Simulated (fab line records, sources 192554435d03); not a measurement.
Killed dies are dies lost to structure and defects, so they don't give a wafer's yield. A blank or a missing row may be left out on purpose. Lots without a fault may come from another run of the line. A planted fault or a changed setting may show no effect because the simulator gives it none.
Split-lot experiment | flow n5_finfet | 7 lots, 21 wafers read, on a route of 1938 steps

THE SPLIT
At N5_BEOL_M6_ETCH_66 (etches SOC in N2/H2, target depth 80 nm, overetch 16 nm, time 120 s), the setting bias_w was moved away from the recipe's 150 W on 7 of the 21 wafers read, by -12.0% to +17.5%. The other wafers ran this setting at the recipe's value.

The reading is taken at the split's own step.

THE READING
rf_vpp_V, in V, at N5_BEOL_M6_ETCH_66 (etches SOC in N2/H2, target depth 80 nm, overetch 16 nm, time 120 s). Fault-free wafers of this fab line usually give 524.5 V, standard deviation 2.4 V.

wafer  | tool, chamber at the split | bias_w as run, W | against the recipe | rf_vpp_V, V | against lot-mates on the recipe
L077.1 | rie_diel-03, 0             | 150              | recipe             | 526.1       | -
L077.5 | rie_diel-03, 0             | 150              | recipe             | 523.7       | -
L077.6 | rie_diel-03, 1             | 150              | recipe             | 521.6       | -
L078.3 | rie_diel-02, 1             | 150              | recipe             | 523.2       | -
L078.4 | rie_diel-02, 0             | 150              | recipe             | 522.9       | -
L078.5 | rie_diel-02, 3             | 175.4            | +16.9%             | 575.8       | +52.8
L076.2 | rie_diel-03, 1             | 150              | recipe             | 521.6       | -
L076.5 | rie_diel-03, 3             | 132              | -12.0%             | 487.2       | -36.1
L076.6 | rie_diel-03, 0             | 150              | recipe             | 525.0       | -
L086.3 | rie_diel-04, 2             | 150              | recipe             | 528.2       | -
L086.4 | rie_diel-04, 0             | 150              | recipe             | 524.8       | -
L086.6 | rie_diel-04, 3             | 150              | recipe             | 524.2       | -
L087.3 | rie_diel-03, 1             | 150              | recipe             | 521.5       | -
L087.5 | rie_diel-03, 3             | 150              | recipe             | 527.2       | -
L087.6 | rie_diel-03, 0             | 150              | recipe             | 523.9       | -
L089.2 | rie_diel-03, 3             | 139.6            | -6.9%              | 504.1       | no lot-mate on the recipe
L089.4 | rie_diel-03, 2             | 139.6            | -6.9%              | 496.7       | no lot-mate on the recipe
L089.6 | rie_diel-03, 2             | 139.6            | -6.9%              | 497.5       | no lot-mate on the recipe
L096.2 | rie_diel-04, 3             | 176.3            | +17.5%             | 581.5       | +56.2
L096.5 | rie_diel-04, 3             | 176.3            | +17.5%             | 581.4       | +56.1
L096.6 | rie_diel-04, 0             | 150              | recipe             | 525.3       | -

THE FIT
A straight line over all 21 wafers: rf_vpp_V changes by +3.23 V for each +1% of bias_w; r = +1.00; the points scatter about the line by 2.5 V.
The same after taking each lot's own level away (the mean of its wafers on the recipe; 18 wafers): +3.15 V for each +1%; r = +1.00; scatter 1.7 V.
On that fit, the largest move of bias_w shifts the reading by 55 V.
The lots' own levels span 523.05 to 525.73 V, that is 1.1 times the standard deviation above.
So the lot-to-lot level changes the slope little: the two slopes agree.
Check: with one of the wafers moved furthest among these (+17.5%) left out of the fit, the line predicts +54.9 V for it against its lot-mates. It came out at +56.2 V against them.
Tool readings at the split's step, against how far the setting was moved: rf_vpp_V r = +1.00.

OTHER SPLITS ON THESE WAFERS
These wafers also went through other splits before the reading. Each is held against what the fit with the lots' levels taken away leaves over:
other split on the same wafers     | wafers away from the commonest value | r with rf_vpp_V (lot level and that fit taken away)
N5_BEOL_M4_COAT_05 spin_rpm        | 7                                    | -0.06
N5_BEOL_M5_VIA_ETCH_34 source_w    | 5                                    | +0.14
N5_BEOL_M5_TRENCH_ETCH_37 source_w | 9                                    | +0.09
N5_BEOL_M6_ETCH_62 time_s          | 10                                   | +0.33
N5_BEOL_M6_COAT_22 spin_rpm        | 7                                    | +0.00

THE FILE'S OWN FIT
rf_vpp_V changes by +3.13 V for each +1% of bias_w, r = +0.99.
